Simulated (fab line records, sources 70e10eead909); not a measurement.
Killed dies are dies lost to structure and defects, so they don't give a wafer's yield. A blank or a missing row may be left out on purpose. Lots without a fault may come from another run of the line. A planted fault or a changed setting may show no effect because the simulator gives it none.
Problem report in the 8D (eight disciplines) form, filled by code | flow nand_harc | the parts of the form that need people (team, actions taken, sign-off) are left out

1. THE PROBLEM
killed_at_array at NHARC_END_SORT_01 reads a mean of 676 on 1 wafer of 1 lot; wafers without a fault read 41 with a standard deviation of 10. That is +64 standard deviations from the usual mean.
First seen on wafer L928.1, day 31 19:32, on prober-02. The record holds 3 wafers of 1 lot with a number at this step. Rule for "out", or "out of limits": more than 4 standard deviations from the usual mean. The other wafers with a number count as sound.

2. WHAT IT IS AND WHAT IT IS NOT
question                    | is                           | is not
which readings at this step | killed_at_array, killed_dies | killed_at_other, killed_at_periphery, killed_open, killed_short
which lots                  | L928                         | -
which wafers of those lots  | L928.1                       | L928.3, L928.4
read on which gauges        | prober-02                    | -
when                        | from day 31 19:32            | up to then (0 sound wafers); but 2 sound wafers of L928 came after

3. SUSPECTS, AND WHAT RULES EACH OUT
Counting: a tool at a process step up to the reading stays a suspect if it ran every lot that is out. Sound lots after the first of them don't rule it out here, since some wafers of a struck lot are sound.
- the gauge at NHARC_END_SORT_01: ruled out. All the wafers that are out were read on prober-02, but those of them that NHARC_A_BLC_ETCH_16 has rows for are out there too, on other tools.
- cvd_w-02 at NHARC_A_CONTACT_CVD_19 (deposits W, target thk 300 nm, time 802 s): kept. It ran the lot that is out, L928 (day 29 23:37). NHARC_A_CONTACT_CVD_19 gives no start for some lots, so the hours and the order of its lots are those of NHARC_A_CONTACT_CMP_20.
- cmp-03 at NHARC_A_CONTACT_CMP_20 (polishes, t overpolish 30 s, target thk 300 nm): kept. It ran the lot that is out, L928 (day 29 23:37).
- rie_diel-03 at NHARC_A_BLC_ETCH_16 (etches the open film in CF4, target depth 39 nm, time 65 s): kept. It ran the lot that is out, L928 (day 30 00:41). Its own readings are out on those wafers: run_length_s.
- rie_diel-03 at NHARC_A_BLC_ETCH_17 (etches the open film in N2/H2, target depth 390 nm, time 609.38 s): kept. It ran the lot that is out, L928 (day 31 19:32). NHARC_A_BLC_ETCH_17 gives no start for some lots, so the hours and the order of its lots are those of NHARC_END_SORT_01.
- Within cmp-03 at NHARC_A_CONTACT_CMP_20: the wafers that are out ran in chamber 0; their sound lot-mates ran in chambers 1, 2.
- Within rie_diel-03 at NHARC_A_BLC_ETCH_16: the wafers that are out ran in chamber 2; their sound lot-mates ran in chambers 0, 3.
- Within rie_diel-03 at NHARC_A_BLC_ETCH_17: the wafers that are out ran in chamber 0; their sound lot-mates ran in chambers 1, 2.
Left after counting: cvd_w-02 at NHARC_A_CONTACT_CVD_19, cmp-03 at NHARC_A_CONTACT_CMP_20, rie_diel-03 at NHARC_A_BLC_ETCH_16, rie_diel-03 at NHARC_A_BLC_ETCH_17.

4. THE CAUSE (what the simulator had put in)
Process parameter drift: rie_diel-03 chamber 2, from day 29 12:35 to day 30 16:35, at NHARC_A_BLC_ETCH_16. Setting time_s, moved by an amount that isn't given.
Counting left 4 suspects, and this tool is among them.

5. THE CHAIN OF EFFECTS, in route order
Each row: a reading whose mean over the struck wafers that have a number lies more than 3 standard deviations from the usual. Only readings for which the record gives a usual standard deviation are gone through. hours: the time from each lot's start at the first step in this table that gives one to its start at this step, as a median over the lots. sigmas: the change in usual standard deviations.
hours | step                | reading         | usual   | on struck wafers | change | sigmas
0     | NHARC_A_BLC_ETCH_16 | run_length_s    | 86.43 s | 55.91            | -30.52 | -99 or more
43    | NHARC_END_SORT_01   | killed_at_array | 41      | 676              | +635   | +64
43    | NHARC_END_SORT_01   | killed_dies     | 46      | 677              | +631   | +63
The process steps in it:
- NHARC_A_BLC_ETCH_16: etches the open film in CF4, target depth 39 nm, time 65 s.

6. WHAT WOULD HAVE CAUGHT IT SOONER
In this record the first reading out of limits at a measuring or inspecting step was taken at day 31 19:32, 55 hours after the fault began at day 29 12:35.
The tool's own readings at NHARC_A_BLC_ETCH_16 were out on every struck wafer that the step has a row for (run_length_s): an alarm limit on them would have fired on the first of those.
All the lots that are out (1) had begun NHARC_A_BLC_ETCH_16 on rie_diel-03 by day 31 19:32. A hold on the tool at that time would have spared none of them.
